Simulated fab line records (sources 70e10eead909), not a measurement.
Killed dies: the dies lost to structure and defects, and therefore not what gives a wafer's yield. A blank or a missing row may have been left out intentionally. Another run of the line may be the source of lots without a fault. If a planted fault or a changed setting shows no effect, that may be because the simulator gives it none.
A single fault, viewed from 2 desks | flow nandHarc | what lay behind the numbers comes last; until then each desk has only its own

## METROLOGY DESK
Means of the sampled wafers that have a number, per lot and without regard to the tool the lot ran on: this is what the gauges read. The brackets show how far a lot's mean lies from the usual mean; more than 4 standard deviations puts the lot out of limits, marked OUT.
Columns: A = cdNm at NHARC_A_CONTACT_CD_MEAS_42, usual 199.6 nm
lot  | first seen here | A
L433 | day 16 09:27    | 199.3
L436 | day 16 12:02    | 201.0
L437 | day 17 00:31    | 199.3
L438 | day 17 20:23    | 199.3
L443 | day 18 02:38    | 200.9
L441 | day 18 15:06    | 199.5
L442 | day 18 16:50    | 199.2
L444 | day 19 05:04    | 199.7
L445 | day 19 05:16    | 198.7
L451 | day 20 13:20    | 198.0
L452 | day 20 19:56    | 199.0
This desk found nothing out of limits on any of the 11 lots.

## TOOL OWNER'S DESK, rieDiel-11
The tool's own readings at NHARC_A_CONTACT_ETCH_48 (etches the open film in CF4, target depth 39 nm, time 65 s): means of the sampled wafers that have a number, for each lot that ran on this tool. The brackets show how far a lot's mean lies from the usual mean; more than 4 standard deviations puts the lot out of limits, marked OUT.
Columns: A = biasW at NHARC_A_CONTACT_ETCH_48, usual 100.0 W; B = cf4FlowSccm at NHARC_A_CONTACT_ETCH_48, usual 150.0 sccm; C = drypumpMotorCurrentA at NHARC_A_CONTACT_ETCH_48, usual 5.9 A; D = oesProductAu at NHARC_A_CONTACT_ETCH_48, usual 1.000 a.u.; E = rfVppV at NHARC_A_CONTACT_ETCH_48, usual 151.4 V; F = showerheadPlenumPTorr at NHARC_A_CONTACT_ETCH_48, usual 1.78 Torr; G = throttleValvePct at NHARC_A_CONTACT_ETCH_48, usual 13.284 %
lot  | first seen here | A     | B     | C   | D     | E     | F    | G
L438 | day 17 20:40    | 99.9  | 149.9 | 5.9 | 0.989 | 151.2 | 1.74 | 13.280
L441 | day 18 15:22    | 100.0 | 150.0 | 6.4 | 1.013 | 150.4 | 1.75 | 13.290
L442 | day 18 17:07    | 99.9  | 150.2 | 6.4 | 1.013 | 152.1 | 1.75 | 13.280
L444 | day 19 05:20    | 99.7  | 150.0 | 6.2 | 1.008 | 151.3 | 1.77 | 13.293
This desk found nothing out of limits on any of the 4 lots.

## PUT TOGETHER
At the metrology desk, nothing out of limits was observed.
Nothing out of limits was seen by the tool owner's desk.

## WHAT THE SIMULATOR HAD INSERTED
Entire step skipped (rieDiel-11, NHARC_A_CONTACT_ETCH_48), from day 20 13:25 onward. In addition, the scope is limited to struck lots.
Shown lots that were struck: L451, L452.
